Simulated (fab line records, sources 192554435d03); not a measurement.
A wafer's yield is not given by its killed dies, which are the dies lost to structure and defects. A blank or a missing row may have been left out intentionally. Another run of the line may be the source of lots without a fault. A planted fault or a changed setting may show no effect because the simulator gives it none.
Chamber matching || flow n5-finfet || N5_BEOL_M9_ALD_74 on ald-metal-02 has 4 sister chambers
The step deposits TaN, target thk 2 nm, pulse time 2 s, purge time 3 s. 8 wafers are shown with their chamber, then 9 later ones without.

WAFERS WITH THEIR CHAMBER
{"wafer": "L078.6", "chamber": 3, "heater-power-w (W)": 415}
{"wafer": "L081.6", "chamber": 2, "heater-power-w (W)": 384}
{"wafer": "L082.1", "chamber": 2, "heater-power-w (W)": 379}
{"wafer": "L082.2", "chamber": 1, "heater-power-w (W)": 403}
{"wafer": "L082.4", "chamber": 0, "heater-power-w (W)": 380}
{"wafer": "L086.1", "chamber": 1, "heater-power-w (W)": 391}
{"wafer": "L086.2", "chamber": 3, "heater-power-w (W)": 424}
{"wafer": "L086.4", "chamber": 0, "heater-power-w (W)": 378}

WAFERS WHOSE CHAMBER IS MISSING
{"wafer": "L088.1", "heater-power-w (W)": 372}
{"wafer": "L088.2", "heater-power-w (W)": 388}
{"wafer": "L088.4", "heater-power-w (W)": 412}
{"wafer": "L090.1", "heater-power-w (W)": 371}
{"wafer": "L090.4", "heater-power-w (W)": 397}
{"wafer": "L090.6", "heater-power-w (W)": 379}
{"wafer": "L093.1", "heater-power-w (W)": 406}
{"wafer": "L093.5", "heater-power-w (W)": 406}
{"wafer": "L093.6", "heater-power-w (W)": 379}

THE CHAMBER EACH PASSED THROUGH
{"wafer": "L088.1", "from the rows above": "can't be placed: 0 or 2", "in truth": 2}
{"wafer": "L088.2", "from the rows above": "can't be placed: 2 or 0 or 1", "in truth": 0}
{"wafer": "L088.4", "from the rows above": "can't be placed: 3 or 1", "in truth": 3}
{"wafer": "L090.1", "from the rows above": "can't be placed: 0 or 2", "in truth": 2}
{"wafer": "L090.4", "from the rows above": 1, "in truth": 1}
{"wafer": "L090.6", "from the rows above": "can't be placed: 0 or 2", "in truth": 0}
{"wafer": "L093.1", "from the rows above": "can't be placed: 1 or 3", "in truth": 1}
{"wafer": "L093.5", "from the rows above": "can't be placed: 1 or 3", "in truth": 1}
{"wafer": "L093.6", "from the rows above": "can't be placed: 0 or 2", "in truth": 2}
Correct placement for 1 of the 9. From these rows, 8 cannot be placed; in 8 the true chamber is one of the candidates. 0 placed wrongly.
How it was worked out, from the rows above alone: a wafer's distance from a chamber is the root of the sum, over the readings, of the square of ((its reading less the chamber's mean) divided by the reading's scatter). If the next closest chamber is less than 2 further off than the closest, the wafer can't be placed; otherwise it belongs to the closest. Each chamber's mean is taken over the wafers shown for it. The scatter: take each reading less its chamber's mean, square it, sum over the shown wafers, divide by the number of wafers less the number of chambers, and take the root.
